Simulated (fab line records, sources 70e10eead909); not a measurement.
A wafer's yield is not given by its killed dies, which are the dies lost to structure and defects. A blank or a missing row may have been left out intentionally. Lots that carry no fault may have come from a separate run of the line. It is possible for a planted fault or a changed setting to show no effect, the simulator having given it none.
Which of the tools did it? + flow nandHarc + 13 lots with 39 wafers sampled at 5 steps, on a route of 1159 steps

WHAT EACH GAUGE READ, for each wafer
NHARC_END_SORT_01.
| lot  | measured     | on        | killedAtArray | killedAtOther | killedAtPeriphery | killedDies | killedOpen | killedShort |
|------|--------------|-----------|---------------|---------------|-------------------|------------|------------|-------------|
| L539 | day 20 01:05 | prober-01 | 8 10 8        | 2 0 1         | 0 2 2             | 10 12 11   | 2 2 3      | 2 3 1       |
| L541 | day 20 23:05 | prober-01 | 35            | 1             | 2                 | 38         | 4          | 3           |
| L556 | day 24 04:02 | prober-02 | 29 22 18      | 0 0 0         | 2 6 1             | 31 28 19   | 4 4 1      | 0 1 0       |
| L555 | day 24 11:01 | prober-01 | 40 51 47      | 1 0 0         | 6 3 3             | 47 54 50   | 5 5 2      | 3 4 3       |

EACH LOT AND THE TOOL THAT RAN IT (in order: tool; ch and the chambers of the sampled wafers; start)
| lot  | NHARC_A_CHANNEL_FILL_D1_ALD_14  | NHARC_A_CHANNEL_FILL_D1_ALD_16  | NHARC_A_STAIRCASE_ETCH_170        | NHARC_A_STAIRCASE_STRIP_171         |
|------|---------------------------------|---------------------------------|-----------------------------------|-------------------------------------|
| L535 | aldHk-02 ch 0,1, day 9 08:58    | aldHk-04 ch 0,2,3, day 9 14:08  | rieDiel-11 ch 0,2,3, day 11 03:21 | plasmaAsher-01 ch 0,1, day 11 03:30 |
| L537 | aldHk-02 ch 0,1, day 9 09:11    | aldHk-02 ch 0,1,3, day 9 14:07  | rieDiel-10 ch 0,1, day 11 03:31   | plasmaAsher-01 ch 0,1, day 11 03:44 |
| L539 | aldHk-02 ch 0,1,3, day 9 15:56  | aldHk-02 ch 0,1, day 9 21:01    | rieDiel-10 ch 0,3, day 11 09:47   | plasmaAsher-01 ch 1, day 11 09:54   |
| L540 | aldHk-04 ch 0,2,3, day 9 15:56  | aldHk-04 ch 0,1, day 9 21:01    | rieDiel-09 ch 0,3, day 11 09:47   | plasmaAsher-02 ch 0,1, day 11 10:01 |
| L541 | aldHk-01 ch 0,1,2, day 10 08:50 | aldHk-04 ch 2,3, day 10 17:33   | rieDiel-10 ch 0,1, day 12 06:39   | plasmaAsher-02 ch 0,1, day 12 06:49 |
| L549 | aldHk-01 ch 0,1,3, day 12 19:50 | aldHk-01 ch 0,1,2, day 13 00:56 | rieDiel-09 ch 0,3, day 14 13:44   | plasmaAsher-02 ch 0,1, day 14 13:50 |
| L551 | aldHk-01 ch 0,1,3, day 13 00:37 | aldHk-02 ch 0,1,3, day 13 05:35 | rieDiel-09 ch 0,1,3, day 14 18:50 | plasmaAsher-01 ch 0,1, day 14 19:02 |
| L553 | aldHk-02 ch 0,2, day 13 09:28   | aldHk-01 ch 1,2,3, day 13 16:31 | rieDiel-09 ch 2,3, day 15 05:33   | plasmaAsher-02 ch 0,1, day 15 05:46 |
| L554 | aldHk-02 ch 0,2,3, day 13 16:32 | aldHk-02 ch 1,2,3, day 13 21:39 | rieDiel-10 ch 0,2,3, day 15 10:36 | plasmaAsher-02 ch 0,1, day 15 10:43 |
| L556 | aldHk-01 ch 1,2, day 13 22:35   | aldHk-02 ch 0,2,3, day 14 03:51 | rieDiel-11 ch 2,3, day 15 17:05   | plasmaAsher-01 ch 0,1, day 15 17:21 |
| L555 | aldHk-04 ch 0,1, day 13 22:35   | aldHk-04 ch 2,3, day 14 03:55   | rieDiel-09 ch 0,2, day 15 16:55   | plasmaAsher-01 ch 0,1, day 15 17:02 |
| L557 | aldHk-04 ch 2,3, day 14 09:08   | aldHk-02 ch 1,2,3, day 14 14:24 | rieDiel-10 ch 1,2,3, day 16 10:17 | plasmaAsher-01 ch 0,1, day 16 10:29 |
| L558 | aldHk-01 ch 1,2,3, day 14 17:42 | aldHk-04 ch 1,2,3, day 15 00:46 | rieDiel-09 ch 0,1, day 16 16:49   | plasmaAsher-01 ch 0,1, day 16 16:56 |
- NHARC_A_CHANNEL_FILL_D1_ALD_14: deposits SiO2, target thk 2.5 nm, pulse time 10 s, ald cycles 25.
- NHARC_A_CHANNEL_FILL_D1_ALD_16: deposits SiO2, target thk 1.5 nm, pulse time 10 s, ald cycles 15.
- NHARC_A_STAIRCASE_ETCH_170: etches the open film in C4F6/O2, target depth 200 nm, time 66.667 s.
- NHARC_A_STAIRCASE_STRIP_171: strips in O2.

AS READ BY THE TOOLS THEMSELVES (means over the sampled wafers that have a number; for cases with no such wafer, the mark the record gives instead)
NHARC_A_CHANNEL_FILL_D1_ALD_14.
| lot  | tool     | heaterPowerW (W) | precursorPulseHeightRel |
|------|----------|------------------|-------------------------|
| L535 | aldHk-02 | 521              | 0.993                   |
| L537 | aldHk-02 | 513              | 1.002                   |
| L539 | aldHk-02 | 488              | 1.011                   |
| L540 | aldHk-04 | 508              | 1.030                   |
| L541 | aldHk-01 | 512              | 0.995                   |
| L549 | aldHk-01 | 508              | 0.998                   |
| L551 | aldHk-01 | 514              | 1.009                   |
| L553 | aldHk-02 | 455              | 0.999                   |
| L554 | aldHk-02 | 457              | 1.002                   |
| L556 | aldHk-01 | 477              | 1.015                   |
| L555 | aldHk-04 | 497              | 1.017                   |
| L557 | aldHk-04 | 502              | 1.004                   |
| L558 | aldHk-01 | 500              | 1.002                   |

NHARC_A_CHANNEL_FILL_D1_ALD_16.
| lot  | tool     | heaterPowerW (W) | precursorPulseHeightRel |
|------|----------|------------------|-------------------------|
| L535 | aldHk-04 | 512              | 1.004                   |
| L537 | aldHk-02 | 490              | 1.007                   |
| L539 | aldHk-02 | 522              | 0.997                   |
| L540 | aldHk-04 | 491              | 0.997                   |
| L541 | aldHk-04 | 490              | 1.008                   |
| L549 | aldHk-01 | 503              | 0.979                   |
| L551 | aldHk-02 | 477              | 1.007                   |
| L553 | aldHk-01 | 494              | 1.015                   |
| L554 | aldHk-02 | 442              | 1.021                   |
| L556 | aldHk-02 | 458              | 1.001                   |
| L555 | aldHk-04 | 504              | 1.003                   |
| L557 | aldHk-02 | 442              | 0.994                   |
| L558 | aldHk-04 | 473              | 1.005                   |

NHARC_A_STAIRCASE_ETCH_170.
| lot  | tool       | drypumpMotorCurrentA (A) | oesProductAu (a.u.) | rfFwdPowerW (W) | rfVppV (V) | showerheadPlenumPTorr (Torr) | throttleValvePct (%) |
|------|------------|--------------------------|---------------------|-----------------|------------|------------------------------|----------------------|
| L535 | rieDiel-11 | 6.0                      | 0.956               | 596.0           | 551        | 4.16                         | 26.893               |
| L537 | rieDiel-10 | 5.2                      | 0.978               | 594.4           | 550        | 4.01                         | 26.907               |
| L539 | rieDiel-10 | 5.6                      | 0.978               | 596.8           | 545        | 3.86                         | 26.909               |
| L540 | rieDiel-09 | 5.6                      | 0.934               | 592.8           | 544        | 3.76                         | 26.902               |
| L541 | rieDiel-10 | 5.2                      | 1.029               | 659.5           | 548        | 4.00                         | 26.899               |
| L549 | rieDiel-09 | 5.6                      | 0.977               | 591.2           | 544        | 3.75                         | 26.906               |
| L551 | rieDiel-09 | 5.3                      | 0.978               | 594.4           | 545        | 3.87                         | 26.909               |
| L553 | rieDiel-09 | 5.6                      | 0.995               | 595.5           | 544        | 3.77                         | 26.908               |
| L554 | rieDiel-10 | 5.6                      | 0.946               | 596.4           | 545        | 3.81                         | 26.899               |
| L556 | rieDiel-11 | 5.8                      | 0.950               | 596.4           | 551        | 4.14                         | 26.903               |
| L555 | rieDiel-09 | 5.5                      | 0.982               | 596.4           | 546        | 3.89                         | 26.894               |
| L557 | rieDiel-10 | 5.5                      | 0.983               | 595.5           | 549        | 4.03                         | 26.905               |
| L558 | rieDiel-09 | 5.0                      | 0.946               | 594.5           | 548        | 3.98                         | 26.906               |

NHARC_A_STAIRCASE_STRIP_171.
| lot  | tool           | drypumpMotorCurrentA (A) | heaterPowerW (W) |
|------|----------------|--------------------------|------------------|
| L535 | plasmaAsher-01 | 5.8                      | 335              |
| L537 | plasmaAsher-01 | 5.8                      | 330              |
| L539 | plasmaAsher-01 | 6.1                      | 375              |
| L540 | plasmaAsher-02 | 5.5                      | 295              |
| L541 | plasmaAsher-02 | 5.5                      | 297              |
| L549 | plasmaAsher-02 | 5.4                      | 298              |
| L551 | plasmaAsher-01 | 5.4                      | 288              |
| L553 | plasmaAsher-02 | 5.6                      | 302              |
| L554 | plasmaAsher-02 | 5.5                      | 296              |
| L556 | plasmaAsher-01 | 5.5                      | 290              |
| L555 | plasmaAsher-01 | 5.4                      | 291              |
| L557 | plasmaAsher-01 | 5.4                      | 293              |
| L558 | plasmaAsher-01 | 5.8                      | 327              |

THE ANSWER, worked out from the rows above alone
Rule: what is usual is taken from the lots themselves. The widest of any qualifying gaps counts: lots, ordered by their means at a reading, are off when they make up no more than a third of the lots, leave a main group of 4 or more, and stand apart from it by 3 or more times the standard deviation of that group's means. A main group whose means are all the same, to the digits that the tables above print for the reading, isn't used. A lot without any number at a reading at which 4 lots or more have one is off too. The other lots that the step has rows for count as sound. The gauges are gone through in route order, then the tools' own readings, and for those a lot's mean is taken as printed above. The first step at which some lot is off is used, and at that step the reading that is off furthest; a lot without a number counts as furthest.
Off, at NHARC_A_STAIRCASE_ETCH_170 on rfFwdPowerW: L541. Mean 595.0 W and standard deviation 1.6 in the main group.
A tool fits if, at that step or a process step before it, it ran every lot that is off, and no sound lot after the first of them. Of those tried, none fits.

WHAT WAS PUT IN BY THE SIMULATOR
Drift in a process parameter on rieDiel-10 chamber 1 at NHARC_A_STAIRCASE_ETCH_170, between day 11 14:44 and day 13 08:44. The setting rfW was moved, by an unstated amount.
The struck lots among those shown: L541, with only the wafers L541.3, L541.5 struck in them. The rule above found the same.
